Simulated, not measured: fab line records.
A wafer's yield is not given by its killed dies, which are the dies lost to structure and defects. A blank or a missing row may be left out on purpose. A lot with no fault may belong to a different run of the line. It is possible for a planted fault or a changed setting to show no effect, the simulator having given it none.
Which tool was responsible? || flow nand harc || 36 wafers from 12 lots sampled at 6 of the route's 1159 steps

## WHAT THE GAUGES READ, wafer by wafer
NHARC_P_ZERO_WELL_INSPECT_43. Usual: raw defect count 13, standard deviation 6.
{"lot": "L950", "measured": "day 1 19:47", "on": "defect inspect-01", "raw defect count": "7 11 6", "flag": ""}
{"lot": "L951", "measured": "day 2 01:28", "on": "defect inspect-01", "raw defect count": "9 7 5", "flag": ""}
{"lot": "L953", "measured": "day 2 13:47", "on": "defect inspect-01", "raw defect count": "15 26 13", "flag": ""}
{"lot": "L954", "measured": "day 2 19:55", "on": "defect inspect-02", "raw defect count": "431 430 445", "flag": "OFF"}
{"lot": "L956", "measured": "day 3 07:41", "on": "defect inspect-02", "raw defect count": "430 412 430", "flag": "OFF"}
{"lot": "L963", "measured": "day 5 05:58", "on": "defect inspect-01", "raw defect count": "9 10 11", "flag": ""}
{"lot": "L965", "measured": "day 5 13:28", "on": "defect inspect-01", "raw defect count": "15 17 14", "flag": ""}
{"lot": "L967", "measured": "day 6 01:34", "on": "defect inspect-02", "raw defect count": "10 34 25", "flag": ""}
{"lot": "L968", "measured": "day 6 07:44", "on": "defect inspect-01", "raw defect count": "5 7 15", "flag": ""}
{"lot": "L969", "measured": "day 6 13:38", "on": "defect inspect-01", "raw defect count": "12 20 14", "flag": ""}
{"lot": "L970", "measured": "day 6 19:51", "on": "defect inspect-02", "raw defect count": "10 9 17", "flag": ""}
{"lot": "L971", "measured": "day 7 01:29", "on": "defect inspect-02", "raw defect count": "13 11 20", "flag": ""}

NHARC_P_GATE_OVL_MEAS_27. Usual: overlay x nm 0.0 nm, standard deviation 0.8; overlay y nm 0.0 nm, standard deviation 0.76.
{"lot": "L950", "measured": "day 4 23:49", "on": "overlay-02", "overlay x nm (nm)": "-1.4 -1.1 -1.2", "overlay y nm (nm)": "0.4 0.2 -0.1", "flag": ""}
{"lot": "L951", "measured": "day 5 00:08", "on": "overlay-02", "overlay x nm (nm)": "1.6 0.7 1.2", "overlay y nm (nm)": "-0.6 -1.0 -0.5", "flag": ""}
{"lot": "L953", "measured": "day 5 14:22", "on": "overlay-01", "overlay x nm (nm)": "1.1 1.1 0.6", "overlay y nm (nm)": "-1.0 -1.0 -0.6", "flag": ""}
{"lot": "L954", "measured": "day 5 14:09", "on": "overlay-01", "overlay x nm (nm)": "0.1 -0.5 -0.4", "overlay y nm (nm)": "1.2 1.0 1.4", "flag": ""}
{"lot": "L956", "measured": "day 6 04:33", "on": "overlay-01", "overlay x nm (nm)": "0.3 0.3 0.5", "overlay y nm (nm)": "-0.3 -0.4 -1.0", "flag": ""}
{"lot": "L963", "measured": "day 7 19:43", "on": "overlay-01", "overlay x nm (nm)": "-1.8 -2.1 -2.3", "overlay y nm (nm)": "0.6 0.1 0.3", "flag": ""}
{"lot": "L965", "measured": "day 8 09:27", "on": "overlay-01", "overlay x nm (nm)": "0.5 0.5 0.3", "overlay y nm (nm)": "0.1 0.7 0.3", "flag": ""}
{"lot": "L967", "measured": "day 8 18:01", "on": "overlay-01", "overlay x nm (nm)": "-0.2 -0.5 -1.0", "overlay y nm (nm)": "-1.6 -1.3 -1.8", "flag": ""}
{"lot": "L968", "measured": "day 9 12:41", "on": "overlay-02", "overlay x nm (nm)": "-0.6 -0.8 -0.7", "overlay y nm (nm)": "-0.8 -0.4 -1.2", "flag": ""}
{"lot": "L969", "measured": "day 9 11:41", "on": "overlay-01", "overlay x nm (nm)": "-0.4 0.2 0.6", "overlay y nm (nm)": "0.2 0.4 0.1", "flag": ""}
{"lot": "L970", "measured": "day 9 12:59", "on": "overlay-01", "overlay x nm (nm)": "-0.1 0.2 -0.2", "overlay y nm (nm)": "0.1 -0.3 -0.2", "flag": ""}
{"lot": "L971", "measured": "day 10 01:57", "on": "overlay-01", "overlay x nm (nm)": "-0.5 -0.6 -0.2", "overlay y nm (nm)": "0.4 0.2 0.7", "flag": ""}

NHARC_END_SORT_01. Usual: killed at array 29, standard deviation 10; killed at other 0.7, standard deviation 1; killed at periphery 3.7, standard deviation 2.6; killed dies 33, standard deviation 10; killed open 3.4, standard deviation 1.8; killed short 1.8, standard deviation 1.3.
{"lot": "L954", "measured": "day 19 16:44", "on": "prober-02", "killed at array": "30 18 18", "killed at other": "0 0 0", "killed at periphery": "35 39 45", "killed dies": "65 57 63", "killed open": "2 4 3", "killed short": "1 2 2", "flag": "OFF"}
{"lot": "L956", "measured": "day 20 16:11", "on": "prober-01", "killed at array": "25 24 18", "killed at other": "0 0 0", "killed at periphery": "46 42 38", "killed dies": "71 66 56", "killed open": "3 2 2", "killed short": "2 1 4", "flag": "OFF"}

## EACH LOT AND THE TOOL THAT RAN IT (in order: tool; ch and the chambers of the sampled wafers; start)
{"lot": "L950", "NHARC_P_ZERO_WELL_PECVD_02": "pecvd-01 ch 0,1, day 1 12:29", "NHARC_P_ZERO_WELL_ETCH_62": "rie diel-07 ch 1,2,3, day 1 19:47 or earlier", "NHARC_P_STI_CMP_21": "cmp-01 ch 1,3, day 3 13:10"}
{"lot": "L951", "NHARC_P_ZERO_WELL_PECVD_02": "pecvd-01 ch 1,2, day 1 18:27", "NHARC_P_ZERO_WELL_ETCH_62": "rie diel-07 ch 1,2,3, day 2 01:28 or earlier", "NHARC_P_STI_CMP_21": "cmp-02 ch 1,2,3, day 3 13:10"}
{"lot": "L953", "NHARC_P_ZERO_WELL_PECVD_02": "pecvd-01 ch 0,1, day 2 06:31", "NHARC_P_ZERO_WELL_ETCH_62": "rie diel-07 ch 0,2, day 2 13:47 or earlier", "NHARC_P_STI_CMP_21": "cmp-01 ch 0,1,2, day 4 07:40"}
{"lot": "L954", "NHARC_P_ZERO_WELL_PECVD_02": "pecvd-01 ch 0,2, day 2 12:45", "NHARC_P_ZERO_WELL_ETCH_62": "rie diel-07 ch 0,3, day 2 19:55 or earlier", "NHARC_P_STI_CMP_21": "cmp-03 ch 0,1,3, day 4 07:37"}
{"lot": "L956", "NHARC_P_ZERO_WELL_PECVD_02": "pecvd-01 ch 0,1,2, day 3 00:30", "NHARC_P_ZERO_WELL_ETCH_62": "rie diel-09 ch 0,1, day 3 07:41 or earlier", "NHARC_P_STI_CMP_21": "cmp-03 ch 1,2, day 4 20:39"}
{"lot": "L963", "NHARC_P_ZERO_WELL_PECVD_02": "pecvd-02 ch 0,1, day 4 18:28", "NHARC_P_ZERO_WELL_ETCH_62": "rie diel-07 ch 1,2,3, day 5 05:58 or earlier", "NHARC_P_STI_CMP_21": "cmp-01 ch 2,3, day 6 13:16"}
{"lot": "L965", "NHARC_P_ZERO_WELL_PECVD_02": "pecvd-02 ch 1,2, day 5 06:31", "NHARC_P_ZERO_WELL_ETCH_62": "rie diel-09 ch 0,3, day 5 13:28 or earlier", "NHARC_P_STI_CMP_21": "cmp-01 ch 1,2, day 7 00:50"}
{"lot": "L967", "NHARC_P_ZERO_WELL_PECVD_02": "pecvd-02 ch 0,1,2, day 5 18:26", "NHARC_P_ZERO_WELL_ETCH_62": "rie diel-09 ch 2,3, day 6 01:34 or earlier", "NHARC_P_STI_CMP_21": "cmp-02 ch 0,1,3, day 7 08:29"}
{"lot": "L968", "NHARC_P_ZERO_WELL_PECVD_02": "pecvd-01 ch 0,1,2, day 6 00:30", "NHARC_P_ZERO_WELL_ETCH_62": "rie diel-09 ch 2,3, day 6 07:44 or earlier", "NHARC_P_STI_CMP_21": "cmp-03 ch 0,2,3, day 8 02:20"}
{"lot": "L969", "NHARC_P_ZERO_WELL_PECVD_02": "pecvd-03 ch 1,2, day 6 06:27", "NHARC_P_ZERO_WELL_ETCH_62": "rie diel-09 ch 0,1,3, day 6 13:38 or earlier", "NHARC_P_STI_CMP_21": "cmp-01 ch 2,3, day 8 02:20"}
{"lot": "L970", "NHARC_P_ZERO_WELL_PECVD_02": "pecvd-02 ch 0,1, day 6 12:33", "NHARC_P_ZERO_WELL_ETCH_62": "rie diel-07 ch 1,3, day 6 19:51 or earlier", "NHARC_P_STI_CMP_21": "cmp-01 ch 1,3, day 8 06:48"}
{"lot": "L971", "NHARC_P_ZERO_WELL_PECVD_02": "pecvd-03 ch 0,1,2, day 6 18:34", "NHARC_P_ZERO_WELL_ETCH_62": "rie diel-04 ch 0,1, day 7 01:29 or earlier", "NHARC_P_STI_CMP_21": "cmp-03 ch 1,2,3, day 8 16:57"}
- NHARC_P_ZERO_WELL_PECVD_02: deposits SiO2, target thk 10 nm.
- NHARC_P_ZERO_WELL_ETCH_62: etches the open film in CHF3/Ar, target depth 13 nm, time 6.5 s.
- NHARC_P_STI_CMP_21: polishes, t overpolish 20 s, target thk 380.67 nm.

## WHAT THE TOOLS THEMSELVES READ (means of the sampled wafers that have a number; where no wafer has one, the mark that the record gives instead)
NHARC_P_ZERO_WELL_PECVD_02. Usual: susceptor temp C 400.04 C, standard deviation 0.21.
{"lot": "L950", "tool": "pecvd-01", "susceptor temp C (C)": 400.10, "flag": ""}
{"lot": "L951", "tool": "pecvd-01", "susceptor temp C (C)": 400.05, "flag": ""}
{"lot": "L953", "tool": "pecvd-01", "susceptor temp C (C)": 399.83, "flag": ""}
{"lot": "L954", "tool": "pecvd-01", "susceptor temp C (C)": 400.09, "flag": ""}
{"lot": "L956", "tool": "pecvd-01", "susceptor temp C (C)": 400.08, "flag": ""}
{"lot": "L963", "tool": "pecvd-02", "susceptor temp C (C)": 400.20, "flag": ""}
{"lot": "L965", "tool": "pecvd-02", "susceptor temp C (C)": 399.96, "flag": ""}
{"lot": "L967", "tool": "pecvd-02", "susceptor temp C (C)": 400.02, "flag": ""}
{"lot": "L968", "tool": "pecvd-01", "susceptor temp C (C)": 399.95, "flag": ""}
{"lot": "L969", "tool": "pecvd-03", "susceptor temp C (C)": 399.84, "flag": ""}
{"lot": "L970", "tool": "pecvd-02", "susceptor temp C (C)": 399.84, "flag": ""}
{"lot": "L971", "tool": "pecvd-03", "susceptor temp C (C)": 399.95, "flag": ""}

NHARC_P_ZERO_WELL_ETCH_62. Usual: chamber pressure mTorr 25.000 mTorr, standard deviation 0.023; drypump motor current A 5.8 A, standard deviation 0.42; oes product au 0.959 a.u., standard deviation 0.021; rf vpp V 369.8 V, standard deviation 2.6; showerhead plenum p Torr 2.31 Torr, standard deviation 0.11; throttle valve pct 20.217 %, standard deviation 0.01.
{"lot": "L950", "tool": "rie diel-07", "chamber pressure mTorr (mTorr)": 25.031, "drypump motor current A (A)": 5.4, "oes product au (a.u.)": 0.952, "rf vpp V (V)": 370.8, "showerhead plenum p Torr (Torr)": 2.32, "throttle valve pct (%)": 20.219, "flag": ""}
{"lot": "L951", "tool": "rie diel-07", "chamber pressure mTorr (mTorr)": 25.009, "drypump motor current A (A)": 5.4, "oes product au (a.u.)": 0.969, "rf vpp V (V)": 370.1, "showerhead plenum p Torr (Torr)": 2.32, "throttle valve pct (%)": 20.212, "flag": ""}
{"lot": "L953", "tool": "rie diel-07", "chamber pressure mTorr (mTorr)": 24.998, "drypump motor current A (A)": 5.7, "oes product au (a.u.)": 0.899, "rf vpp V (V)": 366.9, "showerhead plenum p Torr (Torr)": 2.21, "throttle valve pct (%)": 20.221, "flag": ""}
{"lot": "L954", "tool": "rie diel-07", "chamber pressure mTorr (mTorr)": 25.007, "drypump motor current A (A)": 5.6, "oes product au (a.u.)": 0.950, "rf vpp V (V)": 367.5, "showerhead plenum p Torr (Torr)": 2.22, "throttle valve pct (%)": 20.213, "flag": ""}
{"lot": "L956", "tool": "rie diel-09", "chamber pressure mTorr (mTorr)": 24.976, "drypump motor current A (A)": 6.4, "oes product au (a.u.)": 0.958, "rf vpp V (V)": 371.6, "showerhead plenum p Torr (Torr)": 2.39, "throttle valve pct (%)": 20.223, "flag": ""}
{"lot": "L963", "tool": "rie diel-07", "chamber pressure mTorr (mTorr)": 24.991, "drypump motor current A (A)": 5.4, "oes product au (a.u.)": 0.977, "rf vpp V (V)": 369.3, "showerhead plenum p Torr (Torr)": 2.32, "throttle valve pct (%)": 20.218, "flag": ""}
{"lot": "L965", "tool": "rie diel-09", "chamber pressure mTorr (mTorr)": 25.010, "drypump motor current A (A)": 6.0, "oes product au (a.u.)": 0.975, "rf vpp V (V)": 371.0, "showerhead plenum p Torr (Torr)": 2.35, "throttle valve pct (%)": 20.222, "flag": ""}
{"lot": "L967", "tool": "rie diel-09", "chamber pressure mTorr (mTorr)": 24.985, "drypump motor current A (A)": 5.8, "oes product au (a.u.)": 0.959, "rf vpp V (V)": 369.9, "showerhead plenum p Torr (Torr)": 2.33, "throttle valve pct (%)": 20.225, "flag": ""}
{"lot": "L968", "tool": "rie diel-09", "chamber pressure mTorr (mTorr)": 25.005, "drypump motor current A (A)": 6.0, "oes product au (a.u.)": 0.970, "rf vpp V (V)": 369.3, "showerhead plenum p Torr (Torr)": 2.27, "throttle valve pct (%)": 20.212, "flag": ""}
{"lot": "L969", "tool": "rie diel-09", "chamber pressure mTorr (mTorr)": 24.993, "drypump motor current A (A)": 6.1, "oes product au (a.u.)": 0.972, "rf vpp V (V)": 370.6, "showerhead plenum p Torr (Torr)": 2.37, "throttle valve pct (%)": 20.226, "flag": ""}
{"lot": "L970", "tool": "rie diel-07", "chamber pressure mTorr (mTorr)": 25.006, "drypump motor current A (A)": 5.3, "oes product au (a.u.)": 0.957, "rf vpp V (V)": 370.6, "showerhead plenum p Torr (Torr)": 2.33, "throttle valve pct (%)": 20.222, "flag": ""}
{"lot": "L971", "tool": "rie diel-04", "chamber pressure mTorr (mTorr)": 24.998, "drypump motor current A (A)": 5.7, "oes product au (a.u.)": 0.964, "rf vpp V (V)": 371.3, "showerhead plenum p Torr (Torr)": 2.38, "throttle valve pct (%)": 20.212, "flag": ""}

NHARC_P_STI_CMP_21. Usual: motor current A 11.9 A, standard deviation 1.4; overpolish run s 20.000 s, standard deviation 0.0084.
{"lot": "L950", "tool": "cmp-01", "motor current A (A)": 11.1, "overpolish run s (s)": 19.997, "flag": ""}
{"lot": "L951", "tool": "cmp-02", "motor current A (A)": 12.2, "overpolish run s (s)": 20.004, "flag": ""}
{"lot": "L953", "tool": "cmp-01", "motor current A (A)": 11.4, "overpolish run s (s)": 19.994, "flag": ""}
{"lot": "L954", "tool": "cmp-03", "motor current A (A)": 12.5, "overpolish run s (s)": 20.000, "flag": ""}
{"lot": "L956", "tool": "cmp-03", "motor current A (A)": 12.1, "overpolish run s (s)": 20.001, "flag": ""}
{"lot": "L963", "tool": "cmp-01", "motor current A (A)": 11.1, "overpolish run s (s)": 19.990, "flag": ""}
{"lot": "L965", "tool": "cmp-01", "motor current A (A)": 11.3, "overpolish run s (s)": 20.000, "flag": ""}
{"lot": "L967", "tool": "cmp-02", "motor current A (A)": 12.7, "overpolish run s (s)": 19.997, "flag": ""}
{"lot": "L968", "tool": "cmp-03", "motor current A (A)": 12.7, "overpolish run s (s)": 20.003, "flag": ""}
{"lot": "L969", "tool": "cmp-01", "motor current A (A)": 11.2, "overpolish run s (s)": 19.994, "flag": ""}
{"lot": "L970", "tool": "cmp-01", "motor current A (A)": 11.4, "overpolish run s (s)": 20.002, "flag": ""}
{"lot": "L971", "tool": "cmp-03", "motor current A (A)": 12.7, "overpolish run s (s)": 20.003, "flag": ""}

## THE ANSWER, worked out from the rows above alone
Rule: take the mean of a lot's wafers that have a number; if it is more than 3 standard deviations from the usual mean, the lot is off. Also off: a lot with no number at a reading for which 4 or more lots have one. Any other lot the step has rows for is counted as sound. After the gauges, taken in route order, come the tools' own readings; for these a lot's mean is taken, as printed above. At the first step where some lot is off, the reading lying furthest off is the one used; lots without a number count as furthest.
Off, at NHARC_P_ZERO_WELL_INSPECT_43 on raw defect count: L954, L956.
If a tool, at a process step before that reading, ran all the lots that are off and no sound lot after the first of them, it fits. Not tried: the gauges at NHARC_P_ZERO_WELL_INSPECT_43; whatever is off there is also off at NHARC_END_SORT_01, on other tools, and gauge error can't account for it. With no start given for some of its lots, NHARC_P_ZERO_WELL_ETCH_62 uses the hours and lot order of NHARC_P_ZERO_WELL_INSPECT_43. No candidate that was tried fits.

## WHAT THE SIMULATOR PUT IN
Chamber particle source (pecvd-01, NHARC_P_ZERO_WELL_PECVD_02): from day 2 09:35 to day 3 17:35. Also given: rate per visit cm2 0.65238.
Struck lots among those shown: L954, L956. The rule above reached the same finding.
